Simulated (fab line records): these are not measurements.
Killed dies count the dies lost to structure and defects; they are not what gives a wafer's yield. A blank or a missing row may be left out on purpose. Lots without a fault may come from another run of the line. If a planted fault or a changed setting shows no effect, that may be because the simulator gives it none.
A single fault, viewed from 3 desks ; flow nandHarc ; each desk has only its own numbers; what lay behind them comes last

TOOL OWNER'S DESK, rieSi-04
The tool's own readings at NHARC_P_ZERO_WELL_ETCH_63 (etches the open film in HBr/Cl2, target depth 120 nm, time 40.1 s): means of the sampled wafers that have a number, for each lot that ran on this tool. Marked OUT: a lot whose mean sits more than 4 standard deviations from the usual mean, which makes it out of limits; the brackets give that distance.
Columns: A = drypumpMotorCurrentA at NHARC_P_ZERO_WELL_ETCH_63, usual 5.7 A; B = oesProductAu at NHARC_P_ZERO_WELL_ETCH_63, usual 0.999 a.u.; C = throttleValvePct at NHARC_P_ZERO_WELL_ETCH_63, usual 26.406 %
lot;first seen here;A;B;C
L679;day 1 19:46;5.6;1.016;26.402
L694;day 5 13:33;5.5;0.841 (-16) OUT;26.408
L695;day 5 19:52;5.6;0.929 (-7.0) OUT;26.399
This desk finds L694, L695 out of limits, L694 being first, at day 5 13:33 (oesProductAu at NHARC_P_ZERO_WELL_ETCH_63). L679 stayed within limits.

METROLOGY DESK
Means of the sampled wafers that have a number, per lot and without regard to the tool the lot ran on: this is what the gauges read. Marked OUT: a lot whose mean sits more than 4 standard deviations from the usual mean, which makes it out of limits; the brackets give that distance.
Columns: A = cdNm at NHARC_P_ZERO_WELL_CD_MEAS_24, usual 719.1 nm; B = cdNm at NHARC_P_STI_CD_MEAS_09, usual 200.9 nm
lot;first seen here;A;B
L678;day 1 14:27;718.7;203.6
L679;day 1 20:43;718.4;199.3
L680;day 2 02:34;719.9;200.3
L681;day 2 08:35;719.3;200.8
L682;day 2 14:29;719.4;201.4
L683;day 2 20:36;719.9;202.2
L685;day 3 08:29;719.5;202.3
L687;day 3 20:28;719.9;201.9
L694;day 5 14:29;720.3;202.8
L695;day 5 20:47;720.9;201.4
L697;day 6 08:43;720.1;203.5
L698;day 6 14:28;717.6;199.5
L699;day 6 20:43;717.7;203.0
L701;day 7 08:28;720.4;201.0
This desk's verdict: no lot among the 14 shows anything out of limits.

THE DEFECT DESK
For each lot, the counts of the inspections along the route, averaged over the sampled wafers that have a number. Marked OUT: a lot whose mean sits more than 4 standard deviations from the usual mean, which makes it out of limits; the brackets give that distance.
Columns: A = rawDefectCount at NHARC_P_START_INSPECT_01, usual 3.6
lot;first seen here;A
L678;day 1 12:02;3.3
L679;day 1 18:02;3.7
L680;day 2 00:02;2.7
L681;day 2 06:02;2.7
L682;day 2 12:02;5.0
L683;day 2 18:02;3.3
L685;day 3 06:02;3.0
L687;day 3 18:02;4.0
L694;day 5 12:02;3.0
L695;day 5 18:02;3.7
L697;day 6 06:02;3.3
L698;day 6 12:02;3.7
L699;day 6 18:02;3.0
L701;day 7 06:02;4.0
This desk's verdict: no lot among the 14 shows anything out of limits.

TAKEN TOGETHER
On L694, L695, at day 5 13:33, an alarm was possible from the tool owner's desk.
The metrology desk saw nothing out of limits.
Nothing the defect desk looked at was out of limits.
The metrology desk has L694, L695 on record, within its limits.
The defect desk has L694, L695 on record, within its limits.
All the named lots went through NHARC_P_ZERO_WELL_ETCH_63 on rieSi-04.

WHAT HAD BEEN PUT IN BY THE SIMULATOR
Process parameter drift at NHARC_P_ZERO_WELL_ETCH_63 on rieSi-04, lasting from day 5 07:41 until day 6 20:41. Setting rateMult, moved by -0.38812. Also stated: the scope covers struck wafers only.
Lots struck among those shown: L694, L695.
Delay in hours, fault start to first out-of-limits reading, by desk: the tool owner's desk at 6.
